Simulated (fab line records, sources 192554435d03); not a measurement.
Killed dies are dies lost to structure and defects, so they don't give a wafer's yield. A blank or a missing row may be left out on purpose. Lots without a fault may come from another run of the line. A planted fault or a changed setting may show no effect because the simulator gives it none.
Chamber matching | flow n5_finfet | N5_MIM_TOP_ETCH_PECVD_03 on pecvd-04: 3 sister chambers
The step deposits SiNx from SiH4/NH3/N2, target thk 20 nm, time 17.6 s. 3 wafers are shown with their chamber, then 8 later ones without.

WAFERS WITH THEIR CHAMBER
wafer  | chamber | showerhead_plenum_p_Torr (Torr)
L088.1 | 2       | 5.21
L088.2 | 1       | 5.06
L089.1 | 0       | 5.12

WAFERS WITHOUT THEIR CHAMBER
wafer  | showerhead_plenum_p_Torr (Torr)
L089.2 | 5.05
L089.4 | 5.05
L093.2 | 5.12
L093.3 | 5.12
L093.4 | 5.06
L095.1 | 5.13
L095.4 | 5.12
L095.5 | 5.21

WHICH CHAMBER EACH WENT THROUGH
wafer  | from the rows above | in truth
L089.2 | 1                   | 1
L089.4 | 1                   | 1
L093.2 | 0                   | 0
L093.3 | 0                   | 0
L093.4 | 1                   | 1
L095.1 | 0                   | 0
L095.4 | 0                   | 0
L095.5 | 2                   | 2
Placed correctly: 8 of 8. Can't be placed from these rows: 0. Placed wrongly: 0.
How it was worked out, from the rows above alone: a wafer's distance from a chamber is the root of the sum, over the readings, of the square of ((its reading less the chamber's mean) divided by the reading's scatter). The wafer belongs to the nearest chamber; if the next one is less than 2 further off, it can't be placed. A chamber's mean is the mean of its shown wafers. The scatter: with one shown wafer a chamber, the root of the mean of the squares of how far each hidden wafer lies from its nearest shown one.
